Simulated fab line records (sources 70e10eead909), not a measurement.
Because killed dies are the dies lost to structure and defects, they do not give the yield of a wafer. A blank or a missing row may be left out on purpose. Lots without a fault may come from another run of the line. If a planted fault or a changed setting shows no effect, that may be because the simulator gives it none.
A lot that was struck, set against a sound lot || flow nand harc || 15 out of 1302 route steps
Sound: wafers L320.2, L320.3, L320.5. The struck wafers were L324.2, L324.3, L324.6. The cause comes at the end.
For every step that has rows: the tool of each side, followed by ch and its chambers, followed by its first start. Under that, the readings that differ: sound wafers || struck wafers || difference of the means || sigmas: that difference in standard deviations of wafers without a fault.
alike: readings whose means differ by less than 2 such deviations, and words and numbers that are the same on both sides. not compared: withheld readings, readings that some wafer has no value for, bounds like >300 that may hide the same value, and numbers for which the record gives no deviation and whose values overlap.
The two part at a step that has a row with sigmas, a row that says differs or no value, or rows on one side only. Non-overlapping numbers with no deviation appear without sigmas and do not part them. Lack of a reading on every wafer of one side parts them only where that side has two or more wafers.

NHARC_A_CHANNEL_FILL_D2_ALD_03: deposits SiNx, target thk 6 nm, pulse time 60 s, ald cycles 58.
  sound: ald sin batch-01 ch 0; struck: ald sin batch-02 ch 0
  alike: precursor pulse height rel
NHARC_A_CHANNEL_FILL_D2_ALD_14: deposits SiO2, target thk 2.5 nm, pulse time 10 s, ald cycles 25.
  sound on ald hk-01 ch 0,1,3, day 16 12:26; struck on ald hk-01 ch 0,2,3, day 18 01:16
  alike: heater power w, precursor pulse height rel
NHARC_A_CHANNEL_FILL_D2_ALD_15: deposits SiNx, target thk 2 nm, pulse time 60 s, ald cycles 19.
  sound: ald sin batch-01 ch 0; struck: ald sin batch-02 ch 0
  alike: precursor pulse height rel
NHARC_A_CHANNEL_FILL_D2_ALD_16: deposits SiO2, target thk 1.5 nm, pulse time 10 s, ald cycles 15.
  sound on ald hk-02 ch 0,1, day 16 17:31; struck on ald hk-04 ch 0,2,3, day 18 06:25
  alike: heater power w, precursor pulse height rel
then, 4 steps without rows for these wafers: NHARC_A_CHANNEL_FILL_D2_ANNEAL_17 (time 1800 s); NHARC_A_CHANNEL_FILL_D2_CVD_18 (deposits poly-Si, target thk 3 nm); NHARC_A_CHANNEL_FILL_D2_ETCHBACK_19 (etches the open film in HBr/Cl2, target depth 5 nm, time 1.7 s); NHARC_A_CHANNEL_FILL_D2_ETCHBACK_20 (etches the open film in C4F8/O2/Ar, target depth 27 nm, time 13.5 s).
NHARC_A_CHANNEL_FILL_D2_STRIP_28: strips in O2, time 20 s.
  sound on rie diel-13 ch 0,2,3, day 17 05:46; struck on rie diel-13 ch 0,2, day 18 18:07
  alike: chamber pressure mTorr, drypump motor current A, o2 flow sccm, oes product au, rf vpp V, showerhead plenum p Torr, throttle valve pct
  not compared: rf hours counter h
then, 3 steps without rows for these wafers: NHARC_A_CHANNEL_FILL_D2_PRECLEAN_21 (cleans in dHF, time 30 s); NHARC_A_CHANNEL_FILL_D2_SRD_23; NHARC_A_CHANNEL_FILL_D2_CVD_05 (deposits poly-Si, target thk 5 nm).
NHARC_A_CHANNEL_FILL_D2_ANNEAL_22: time 7200 s.
  sound on furnace-03 ch 0, day 17 16:21; struck on furnace-07 ch 0, day 19 01:20
{"reading": "spike tc bottom C (C)", "sound": "642.2 644.6 642.0", "struck": "624.9 625.9 626.1", "difference": -17.3, "sigmas": -12}
{"reading": "spike tc centre C (C)", "sound": "621.0 620.5 622.2", "struck": "603.4 604.8 606.5", "difference": -16.3, "sigmas": -16}
{"reading": "spike tc lower C (C)", "sound": "618.9 619.9 619.6", "struck": "604.9 605.7 606.8", "difference": -13.7, "sigmas": -8}
{"reading": "spike tc top C (C)", "sound": "636.7 638.5 638.5", "struck": "623.5 621.1 622.9", "difference": -15.4, "sigmas": -14}
{"reading": "spike tc upper C (C)", "sound": "618.8 620.5 618.8", "struck": "603.6 602.2 602.6", "difference": -16.6, "sigmas": -17}
{"reading": "tube center temp C (C)", "sound": "620.02 620.06 620.03", "struck": "604.03 603.97 604.08", "difference": -16.01, "sigmas": "-99 or more"}
{"reading": "tube_center_temp_C_max", "sound": "621.66 621.58 622.32", "struck": "605.43 605.37 605.83", "difference": -16.31, "sigmas": -68}
{"reading": "zone power upper pct (%)", "sound": "8.83 8.76 8.66", "struck": "7.99 8.10 8.04", "difference": -0.71, "sigmas": -4}
NHARC_A_CHANNEL_FILL_D2_THK_MEAS_06: measures by ellipsometry.
  sound on film metro-02 at day 17 20:22; struck on film metro-02 at day 19 05:20
  alike: thk nm
-- record jumps: 9 days between struck wafers' starts before vs after; left off in module A_CHANNEL_FILL_D2, resumes in module END, first step shown is number 1302 of the route --
NHARC_END_SORT_01:
  here the record holds rows for the struck wafers (prober-02 ch 0, day 28 09:02) but none for the sound ones

WHERE THEY PART
Last at NHARC_END_SORT_01 as far as this record goes, first at NHARC_A_CHANNEL_FILL_D2_ANNEAL_22.

WHY: what had been put in by the simulator
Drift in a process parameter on furnace-07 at NHARC_A_CHANNEL_FILL_D2_ANNEAL_22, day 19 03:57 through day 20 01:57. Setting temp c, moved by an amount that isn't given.
